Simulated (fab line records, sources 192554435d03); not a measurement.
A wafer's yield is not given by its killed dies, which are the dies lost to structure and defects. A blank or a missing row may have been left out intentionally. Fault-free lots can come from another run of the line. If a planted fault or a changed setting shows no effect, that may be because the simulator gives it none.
Split-lot study	flow n5 finfet	7 lots, 21 wafers read, on a route of 1938 steps

== ABOUT THE SPLIT ==
At N5_BEOL_M7_ETCH_61 (etches SiARC in CF4, target depth 45.5 nm, time 75.8 s), the setting source w was moved away from the recipe's 545 W on 9 of the 21 wafers read, by -17.4% to +13.9%. All remaining wafers had this setting at the recipe value.

The reading comes from the split's own step.

== THE READING ==
rf vpp V, in V, at N5_BEOL_M7_ETCH_61 (etches SiARC in CF4, target depth 45.5 nm, time 75.8 s). On this fab line, fault-free wafers typically give 184.0 V with a standard deviation of 1.1 V.

wafer	tool, chamber at the split	source w as run, W	against the recipe	rf vpp V, V	against lot-mates on the recipe
L075.1	rie diel-02, 3	545	recipe	184.9	-
L075.3	rie diel-02, 2	608	+11.6%	178.4	-6.5
L075.6	rie diel-02, 0	608	+11.6%	177.5	-7.4
L080.2	rie diel-02, 2	545	recipe	182.6	-
L080.4	rie diel-02, 1	450.3	-17.4%	197.4	+14.7
L080.6	rie diel-02, 2	545	recipe	182.8	-
L082.2	rie diel-06, 2	620.5	+13.9%	174.3	-10.6
L082.4	rie diel-06, 1	620.5	+13.9%	175.7	-9.2
L082.6	rie diel-06, 0	545	recipe	184.9	-
L091.3	rie diel-02, 2	606.4	+11.3%	176.3	-7.8
L091.4	rie diel-02, 0	606.4	+11.3%	177.7	-6.4
L091.5	rie diel-02, 1	545	recipe	184.1	-
L097.1	rie diel-02, 1	586.4	+7.6%	179.7	-4.4
L097.3	rie diel-02, 3	586.4	+7.6%	179.3	-4.8
L097.6	rie diel-02, 3	545	recipe	184.1	-
L094.2	rie diel-06, 3	545	recipe	182.1	-
L094.3	rie diel-06, 2	545	recipe	184.4	-
L094.4	rie diel-06, 0	545	recipe	185.8	-
L096.1	rie diel-04, 0	545	recipe	184.1	-
L096.2	rie diel-04, 2	545	recipe	185.1	-
L096.3	rie diel-04, 1	545	recipe	182.6	-

FIT RESULTS
A straight line over all 21 wafers: rf vpp V changes by -0.659 V for each +1% of source w; r = -0.97; the points scatter about the line by 1.2 V.
The same after taking each lot's own level away (the mean of its wafers on the recipe; 21 wafers): -0.718 V for each +1%; r = -0.98; scatter 1.1 V.
Per that fit: largest source w move, reading shift of 12 V.
Measured against the standard deviation above, the lots' own levels, which go from 182.70 to 184.90 V, span 2.0 times it.
Consequently the slope shifts little with the lot-to-lot level, the two slopes agreeing.
Check: for one of the wafers moved furthest among these (-17.4%), held out of the fit, the line's prediction against its lot-mates is +11.4 V. Against them it came out at +14.7 V.
Tool readings at the split's step, against how far the setting was moved: etch rf on time s r = -0.83; rf vpp V r = -0.97.

== THE OTHER SPLITS THESE WAFERS WENT THROUGH ==
Other splits were also applied to these wafers ahead of the reading. Each is held against what the fit with the lots' levels taken away leaves over:
other split on the same wafers	wafers away from the commonest value	r with rf vpp V (lot level and that fit taken away)
N5_BEOL_M5_ETCH_41 source w	6	+0.30
N5_BEOL_M6_ETCH_62 time s	4	+0.03
N5_BEOL_M7_COAT_60 spin rpm	10	-0.01

== THE WHOLE CHAIN: every reading that the file lists as answering this split, in the file's order ==
step	what it does	reading	change (the file's fit)	r (the file's)
N5_BEOL_M7_ETCH_61	etches SiARC in CF4, target depth 45.5 nm, time 75.8 s	etch rf on time s	withheld for each +1% of the setting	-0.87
N5_BEOL_M7_ETCH_61	etches SiARC in CF4, target depth 45.5 nm, time 75.8 s	rf vpp V	-0.726 V for each +1% of the setting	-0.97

== THE FILE'S OWN FIT ==
rf vpp V changes by -0.726 V for each +1% of source w, r = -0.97.
